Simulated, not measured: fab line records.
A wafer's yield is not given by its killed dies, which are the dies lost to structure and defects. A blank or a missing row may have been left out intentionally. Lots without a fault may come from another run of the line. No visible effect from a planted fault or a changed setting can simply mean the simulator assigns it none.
fab line records	flow nand_harc	part 2 of 2: steps 5 to 6 of 6
record lots=21	wafers=63	last_day=25
route steps=1159 shown P_ZERO_WELL@67 P_GATE@144 P_CONTACT@242
lots that met no fault: from a run of the same line without faults
start_h: hours from the record's first day to the start of the lot's first wafer shown	wait_h: hours since the lot's step before	" the same as in the row above	L1.1+2: a row that stands for several wafers	- no value present, or no start provided	* or withheld: withheld	< > ~ a bound
route shown NAME@n: names a module that has steps shown in the file, with the first one's number in the route	usual: average and standard deviation across the fault-free wafers	same: alike in all rows	chamber/n: place in a boat	sites: the reading at each site	_std_site: standard deviation across them	_edge_site: the outer-site mean with the inner-site mean subtracted	radius_mm: how far each site lies from the wafer's centre	mask NAME#n: copy n	behind: the last tool/chamber to shape the wafer	hold: why the lot was held/for how many hours/how that ended	device: the n, p or np transistor that did not switch	end of line: the tests these same wafers got at the end of their route	step lacking rows: just its recipe	killed: the dies lost at the first sort to structure and to defects; this is not the yield of the wafer	map: shows each die of a wafer: x if killed, . if not, _ if none is there
set.NAME: the setting the step ran with; set.NAME@STEP: the setting that earlier step ran with	model.NAME: the simulator's own value behind a step, which no gauge read
a sample of lots followed through the steps of the route, with each step as a table and each wafer as a row
services: the hour from which a tool's chamber was out of use, counted from the record's first day as start_h (under 0 if before that day), plus the number of hours and why
## steps
# step NHARC_P_CONTACT_STRIP_28
# recipe o2_flow_sccm=500	ar_flow_sccm=0	bias_w=0	chemistry=O2
# usual drypump_motor_current_A=5.8/0.51	mfc_ar_sccm=0.006/0.01	oes_product_au=0.997/0.0091	rf_vpp_V=57.7/0.87	showerhead_plenum_p_Torr=3.47/0.17	throttle_valve_pct=17.037/0.0094
lot.wafer	tool	chamber	start_h	wait_h	drypump_motor_current_A	mfc_ar_sccm	oes_product_au	rf_hours_counter_h	rf_vpp_V	showerhead_plenum_p_Torr	throttle_valve_pct
L074.1	rie_diel-02	3	113.85	0.1	6.1	0	0.988	14	58.7	3.60	17.041
L074.2	"	1	"	"	6.1	0	0.999	15	57.8	3.77	17.049
L074.5	"	3	"	"	6.1	0	1.000	-	58.1	3.60	17.036
L075.1	rie_diel-02	0	115.05	0.1	5.8	0	0.997	15	57.9	3.77	17.039
L075.3	"	3	"	"	6.1	0	0.984	14	58.7	3.60	17.027
L075.6	"	1	"	"	6.1	0	1.004	-	59.5	3.77	17.041
L077.2	rie_diel-04	2	129.57	0.1	5.9	0	1.001	1	56.7	3.31	17.039
L077.3	"	3	"	"	5.1	0.008	1.004	1	57.5	3.38	17.041
L077.5	"	3	"	"	5.1	0.008	1.007	-	58.3	3.38	17.036
L078.3	rie_diel-04	2	130.54	0.1	5.8	0	0.996	1	56.8	3.31	17.043
L078.2	"	3	"	"	5.1	0.008	0.999	1	58.0	3.38	17.043
L078.5	"	3	"	"	5.1	0.008	1.005	-	57.1	3.38	17.033
L076.3	rie_diel-12	3	134.37	0.1	5.8	0	0.989	39	58.1	3.69	17.029
L076.2	"	1	"	"	6.5	0.008	0.974	34	58.0	3.32	17.020
L076.5	"	2	"	"	6.7	0	1.004	-	58.1	3.72	17.050
L079.3	rie_diel-04	0	143.43	0.1	6.6	0.012	0.977	3	58.1	3.30	17.042
L079.4	"	1	"	"	5.2	0	1.017	2	57.9	3.56	17.042
L079.5	"	3	"	"	5.1	0.008	1.014	-	57.2	3.38	17.041
L080.1	rie_diel-04	0	144.50	0.1	6.6	0.012	0.992	3	58.0	3.30	17.040
L080.4	"	1	"	"	5.2	0	1.003	2	58.4	3.56	17.034
L080.6	"	1	"	"	5.2	0	1.015	-	58.1	3.56	17.055
L081.1	rie_diel-04	1	153.18	0.1	5.2	0	1.002	3	57.4	3.56	17.064
L081.5	"	1	"	"	5.2	0	0.993	-	57.3	3.56	17.047
L081.6	"	2	"	"	5.8	0	0.996	-	57.6	3.31	17.036
L083.4	rie_diel-04	1	169.06	0.1	5.2	0	1.004	4	58.0	3.56	17.031
L083.1	"	2	"	"	5.9	0	0.981	6	57.1	3.31	17.024
L083.3	"	3	"	"	5.1	0.008	0.997	5	59.0	3.38	17.038
L084.3	rie_diel-02	1	169.90	0.1	6.1	0	1.004	1	57.9	3.77	17.047
L084.1	"	2	"	"	5.9	0.044	0.996	1	57.8	3.45	17.052
L084.2	"	0	"	"	5.8	0	1.001	1	58.8	3.77	17.039
L085.3	rie_diel-04	3	178.42	0.1	5.1	0.008	1.001	6	57.7	3.38	17.029
L085.1	"	0	"	"	6.6	0.012	0.991	6	56.7	3.30	17.048
L085.6	"	2	"	"	5.8	0	0.996	-	56.8	3.31	17.055
L086.4	rie_diel-02	0	191.56	0.1	5.8	0	1.006	3	56.8	3.77	17.038
L086.3	"	1	"	"	6.1	0	1.001	3	59.0	3.77	17.031
L086.6	"	0	"	"	5.8	0	1.011	-	58.3	3.77	17.029
L088.1	rie_diel-04	0	192.80	0.1	6.6	0.012	0.995	7	58.0	3.30	17.038
L088.3	"	1	"	"	5.2	0	0.995	6	58.5	3.56	17.041
L088.5	"	2	"	"	5.9	0	1.003	-	57.2	3.31	17.032
L091.2	rie_diel-04	3	207.59	0.1	5.1	0.008	0.990	8	57.0	3.38	17.031
L091.3	"	1	"	"	5.2	0	1.007	7	57.4	3.56	17.041
L091.4	"	1	"	"	5.2	0	1.007	-	58.5	3.56	17.029
L090.1	rie_diel-04	3	208.02	0.1	5.1	0.008	1.000	8	57.5	3.38	17.026
L090.3	"	1	"	"	5.2	0	0.989	7	57.6	3.56	17.047
L090.4	"	2	"	"	5.8	0	0.995	-	57.2	3.31	17.036
L093.2	rie_diel-02	0	225.19	0.1	5.7	0	0.991	7	57.8	3.77	17.036
L093.4	"	1	"	"	6.1	0	0.985	6	57.3	3.77	17.041
L093.5	"	3	"	"	6.1	0	1.006	-	56.8	3.60	17.035
L092.3	rie_diel-04	3	225.36	0.1	5.1	0.008	1.001	9	59.5	3.38	17.037
L092.4	"	1	"	"	5.2	0	1.002	8	57.6	3.56	17.026
L092.5	"	3	"	"	5.1	0.008	1.002	-	56.8	3.38	17.016
L094.3	rie_diel-04	2	230.03	0.1	5.9	0	0.990	10	56.9	3.31	17.021
L094.1	"	3	"	"	5.1	0.008	0.994	9	56.0	3.38	17.036
L094.2	"	0	"	"	6.6	0.012	0.973	9	57.8	3.30	17.045
L095.4	rie_diel-04	1	236.50	0.1	5.2	0	1.007	9	57.1	3.55	17.007
L095.3	"	0	"	"	6.6	0.012	0.975	9	56.3	3.30	17.036
L095.5	"	1	"	"	5.2	0	0.993	-	58.2	3.56	17.046
L096.3	rie_diel-12	3	237.23	0.1	5.8	0	1.000	10	58.2	3.67	17.040
L096.4	"	1	"	"	6.5	0.008	1.001	11	57.4	3.31	17.039
L096.6	"	0	"	"	5.9	0	1.000	-	58.3	3.63	17.046
L097.3	rie_diel-04	3	249.10	0.1	5.1	0.008	1.004	11	55.9	3.38	17.033
L097.5	"	2	"	"	5.8	0	1.010	-	56.7	3.31	17.027
L097.6	"	3	"	"	5.1	0.008	1.008	-	55.2	3.38	17.044
# step NHARC_P_CONTACT_ALD_22
# recipe target_thk_a=30	pulse_time_s=1	ald_cycles=150	temp_c=450	material=TiN
# usual heater_power_w=1070/100	precursor_pulse_height_rel=0.999/0.021
lot.wafer	tool	chamber	start_h	wait_h	heater_power_w	precursor_pulse_height_rel
L074.2	ald_metal-04	3	114.72	-	1169	0.978
L074.1	"	2	"	"	1148	0.947
L074.5	"	3	"	"	1183	0.993
L075.1	ald_metal-03	0	115.97	-	1185	0.973
L075.3	"	1	"	"	1090	0.963
L075.6	"	3	"	"	886	0.960
L077.3	ald_metal-02	3	130.52	-	1097	0.979
L077.2	"	2	"	"	1100	0.996
L077.5	"	1	"	"	888	1.032
L078.2	ald_metal-04	2	131.53	-	1176	1.021
L078.3	"	0	"	"	1048	0.969
L078.5	"	3	"	"	1176	1.024
L076.2	ald_metal-03	1	135.25	-	1090	1.012
L076.3	"	0	"	"	1147	1.014
L076.5	"	2	"	"	964	1.022
L079.4	ald_metal-04	3	144.33	-	1200	1.004
L079.3	"	0	"	"	1045	0.987
L079.5	"	1	"	"	988	1.013
L080.1	ald_metal-04	1	145.42	-	990	0.973
L080.4	"	2	"	"	1165	0.977
L080.6	"	0	"	"	1034	1.020
L081.1	ald_metal-03	3	154.10	-	943	1.021
L081.6	"	1	"	"	1102	0.995
L081.5	"	2	"	"	940	1.025
L083.4	ald_metal-04	1	169.95	-	973	1.004
L083.1	"	2	"	"	1191	0.999
L083.3	"	3	"	"	1192	0.948
L084.3	ald_metal-02	1	170.79	-	905	1.027
L084.1	"	2	"	"	1107	1.024
L084.2	"	0	"	"	1183	1.006
L085.3	ald_metal-04	0	179.29	-	1057	1.009
L085.1	"	2	"	"	1184	0.994
L085.6	"	1	"	"	973	1.015
L086.4	ald_metal-04	3	192.42	-	1194	0.995
L086.3	"	0	"	"	1067	0.994
L086.6	"	3	"	"	1217	0.979
L088.1	ald_metal-03	3	193.65	-	958	1.004
L088.3	"	0	"	"	1140	0.959
L088.5	"	0	"	"	1131	0.993
L091.4	ald_metal-02	3	208.51	-	1030	0.986
L091.2	"	1	"	"	854	0.985
L091.3	"	2	"	"	1096	1.025
L090.1	ald_metal-04	3	208.91	-	1202	0.979
L090.3	"	1	"	"	983	0.986
L090.4	"	2	"	"	1188	1.002
L093.2	ald_metal-04	1	226.05	-	986	1.009
L093.4	"	2	"	"	1169	0.962
L093.5	"	2	"	"	1152	1.006
L092.4	ald_metal-03	0	226.25	-	1133	0.988
L092.3	"	3	"	"	929	0.992
L092.5	"	0	"	"	1136	1.016
L094.2	ald_metal-02	3	230.93	-	1022	0.980
L094.1	"	0	"	"	1151	1.006
L094.3	"	1	"	"	875	0.971
L095.3	ald_metal-02	1	237.42	-	866	1.015
L095.4	"	3	"	"	1049	1.015
L095.5	"	1	"	"	849	0.990
L096.3	ald_metal-04	1	238.11	-	935	1.001
L096.4	"	2	"	"	1204	1.012
L096.6	"	2	"	"	1192	1.024
L097.3	ald_metal-04	0	250.00	-	1030	0.967
L097.6	"	3	"	"	1218	1.001
L097.5	"	0	"	"	1071	1.028
## services
tool	chamber	start_h	hours	kind
rie_diel-10	-	-0.49	9.0	pm
rie_diel-11	-	-0.10	0.6	repair
rie_diel-11	-	7.76	36.9	repair
rie_diel-04	3	25.24	4.4	repair
rie_diel-10	3	25.27	1.8	repair
rie_diel-08	3	27.17	7.7	repair
rie_diel-10	-	40.98	0.4	repair
rie_diel-08	1	51.22	32.3	repair
rie_diel-04	3	58.41	10.8	repair
rie_diel-11	2	73.78	2.5	repair
rie_diel-10	-	80.33	0.1	repair
rie_diel-04	-	111.90	9.0	pm
rie_diel-08	-	124.82	9.0	pm
rie_diel-11	1	139.03	2.7	repair
rie_diel-08	2	165.39	1.7	repair
rie_diel-10	-	169.31	2.4	repair
rie_diel-10	-	176.51	9.0	pm
rie_diel-11	0	190.93	4.3	repair
rie_diel-04	0	205.54	2.6	repair
rie_diel-10	0	205.61	9.2	repair
rie_diel-10	-	213.33	0.7	repair
rie_diel-11	1	216.08	4.8	repair
rie_diel-08	0	221.21	8.3	repair
rie_diel-11	-	221.64	9.0	pm
